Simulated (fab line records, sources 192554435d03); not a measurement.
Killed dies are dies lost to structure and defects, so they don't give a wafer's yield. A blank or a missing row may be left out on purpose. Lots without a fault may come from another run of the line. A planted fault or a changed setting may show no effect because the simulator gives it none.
Which tool did it? | flow n5_finfet | 11 lots, 33 wafers sampled, at 2 steps of a route of 1938

WHAT THE GAUGES READ, wafer by wafer
N5_SDB_CD_MEAS_11: target cd 50 nm.
lot  | measured    | on        | cd_nm (nm)
L260 | day 4 11:16 | cd_sem-02 | 50.6 50.8 52.0
L261 | day 4 23:32 | cd_sem-02 | 49.1 48.3 50.0
L262 | day 5 05:08 | cd_sem-03 | 52.0 50.6 50.7
L263 | day 5 08:29 | cd_sem-02 | 51.5 52.1 51.2
L264 | day 5 13:05 | cd_sem-02 | 48.8 51.4 48.5
L265 | day 5 17:26 | cd_sem-01 | 51.8 50.5 51.0
L271 | day 7 08:48 | cd_sem-01 | 51.2 50.9 51.2
L272 | day 7 16:34 | cd_sem-03 | 51.4 50.5 51.3
L276 | day 8 12:38 | cd_sem-01 | 48.7 49.9 50.1
L277 | day 8 17:17 | cd_sem-03 | 48.9 51.0 51.2
L279 | day 9 07:04 | cd_sem-02 | 51.9 53.2 50.8

WHICH TOOL RAN EACH LOT (tool, then ch and the chambers of the sampled wafers, then the start)
lot  | N5_ILD0_CMP_12
L260 | cmp-01 ch 1,3, day 4 10:30
L261 | cmp-01 ch 0,2,3, day 4 22:49
L262 | cmp-03 ch 0,1,2, day 5 04:26
L263 | cmp-01 ch 1,2, day 5 07:47
L264 | cmp-04 ch 0,1, day 5 12:25
L265 | cmp-03 ch 0,2,3, day 5 16:48
L271 | cmp-03 ch 0,2,3, day 7 07:58
L272 | cmp-04 ch 0,1,3, day 7 15:46
L276 | cmp-04 ch 1,2,3, day 8 11:49
L277 | cmp-04 ch 0,3, day 8 16:28
L279 | cmp-04 ch 0,1,3, day 9 06:15
- N5_ILD0_CMP_12: polishes SiNx, stops on poly-Si, t overpolish 6 s, target thk 17.67 nm.

THE ANSWER, worked out from the rows above alone
Rule: what is usual is taken from the lots themselves. Put in order of their means at a reading, lots are off if they are a third of the lots or fewer, leave a main group of 4 or more, and stand apart from it by a gap of 3 or more times the standard deviation of the main group's means; of several such gaps the widest counts. A main group whose means are all the same, to the digits that the tables above print for the reading, isn't used. A lot without any number at a reading at which 4 lots or more have one is off too. The other lots that the step has rows for count as sound.
No lot is off at any reading shown: from this, nothing can be told.

WHAT THE SIMULATOR HAD PUT IN
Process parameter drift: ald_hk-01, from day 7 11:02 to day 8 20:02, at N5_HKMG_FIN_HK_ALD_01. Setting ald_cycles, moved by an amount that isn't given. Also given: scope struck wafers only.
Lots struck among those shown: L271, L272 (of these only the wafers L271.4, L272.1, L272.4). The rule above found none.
